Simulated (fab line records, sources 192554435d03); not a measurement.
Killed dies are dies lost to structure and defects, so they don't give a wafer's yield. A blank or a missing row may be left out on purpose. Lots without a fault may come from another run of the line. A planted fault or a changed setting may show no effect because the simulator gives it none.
Chamber matching | flow n5_finfet | N5_BEOL_M4_ETCH_69 on rie_diel-01: 4 sister chambers
The step etches SiARC in CF4, target depth 15.6 nm, time 26 s. 27 wafers are shown with their chamber, then 12 later ones without.

WAFERS WITH THEIR CHAMBER
wafer  | chamber | drypump_motor_current_A (A) | throttle_valve_pct (%) | showerhead_plenum_p_Torr (Torr)
L076.1 | 1       | 5.0                         | 16.00                  | 2.21
L076.2 | 3       | 5.6                         | 15.35                  | 2.15
L076.3 | 0       | 5.8                         | 15.52                  | 2.20
L076.4 | 3       | 5.6                         | 15.33                  | 2.15
L076.5 | 0       | 5.8                         | 15.51                  | 2.20
L076.6 | 1       | 5.0                         | 16.00                  | 2.21
L077.1 | 3       | 5.6                         | 15.36                  | 2.15
L077.4 | 3       | 5.6                         | 15.36                  | 2.15
L077.5 | 1       | 5.0                         | 16.00                  | 2.21
L079.1 | 0       | 5.8                         | 15.53                  | 2.19
L079.2 | 2       | 5.9                         | 15.59                  | 2.28
L079.3 | 3       | 5.6                         | 15.35                  | 2.15
L079.4 | 1       | 5.0                         | 16.02                  | 2.21
L079.5 | 2       | 5.9                         | 15.60                  | 2.28
L079.6 | 3       | 5.6                         | 15.38                  | 2.15
L082.1 | 3       | 5.6                         | 15.39                  | 2.14
L082.2 | 1       | 5.0                         | 16.03                  | 2.20
L082.3 | 0       | 5.8                         | 15.57                  | 2.19
L082.4 | 2       | 5.9                         | 15.62                  | 2.28
L082.5 | 1       | 5.1                         | 16.03                  | 2.21
L082.6 | 2       | 5.9                         | 15.60                  | 2.28
L091.2 | 0       | 5.8                         | 15.56                  | 2.18
L091.5 | 3       | 5.6                         | 15.40                  | 2.14
L091.6 | 0       | 5.8                         | 15.58                  | 2.18
L092.1 | 0       | 5.8                         | 15.57                  | 2.18
L092.2 | 3       | 5.5                         | 15.42                  | 2.14
L092.5 | 2       | 5.9                         | 15.66                  | 2.27

SIGNATURES (means of the wafers above)
reading                  | chamber 0 | chamber 1 | chamber 2 | chamber 3 | scatter within a chamber
drypump_motor_current_A  | 5.800     | 5.017     | 5.900     | 5.589     | 0.0274
throttle_valve_pct       | 15.5486   | 16.0133   | 15.6140   | 15.3711   | 0.0259
showerhead_plenum_p_Torr | 2.1886    | 2.2083    | 2.2780    | 2.1467    | 0.00608
Rule: a wafer's distance from a chamber is the root of the sum, over the readings, of the square of ((its reading less the chamber's mean) divided by the reading's scatter). The wafer belongs to the nearest chamber; if the next one is less than 2 further off, it can't be placed. The scatter: the root of (the sum of the squares of (reading less its chamber's mean) over the shown wafers, divided by (wafers less chambers)).

WAFERS WITHOUT THEIR CHAMBER
wafer  | drypump_motor_current_A (A) | throttle_valve_pct (%) | showerhead_plenum_p_Torr (Torr)
L093.3 | 5.9                         | 15.68                  | 2.27
L093.4 | 5.8                         | 15.59                  | 2.18
L093.6 | 5.5                         | 15.42                  | 2.14
L096.1 | 5.8                         | 15.62                  | 2.18
L096.2 | 5.6                         | 15.45                  | 2.13
L096.3 | 5.0                         | 15.55                  | 2.20
L096.4 | 5.9                         | 15.69                  | 2.27
L096.5 | 5.9                         | 15.67                  | 2.27
L096.6 | 5.6                         | 15.44                  | 2.13
L097.2 | 5.6                         | 15.44                  | 2.13
L097.4 | 5.1                         | 15.57                  | 2.20
L097.5 | 5.0                         | 15.55                  | 2.20

WHICH CHAMBER EACH WENT THROUGH
wafer  | from the rows above | in truth
L093.3 | 2                   | 2
L093.4 | 0                   | 0
L093.6 | 3                   | 3
L096.1 | 0                   | 0
L096.2 | 3                   | 3
L096.3 | 1                   | 1
L096.4 | 2                   | 2
L096.5 | 2                   | 2
L096.6 | 3                   | 3
L097.2 | 3                   | 3
L097.4 | 1                   | 1
L097.5 | 1                   | 1
Placed correctly: 12 of 12. Can't be placed from these rows: 0. Placed wrongly: 0.
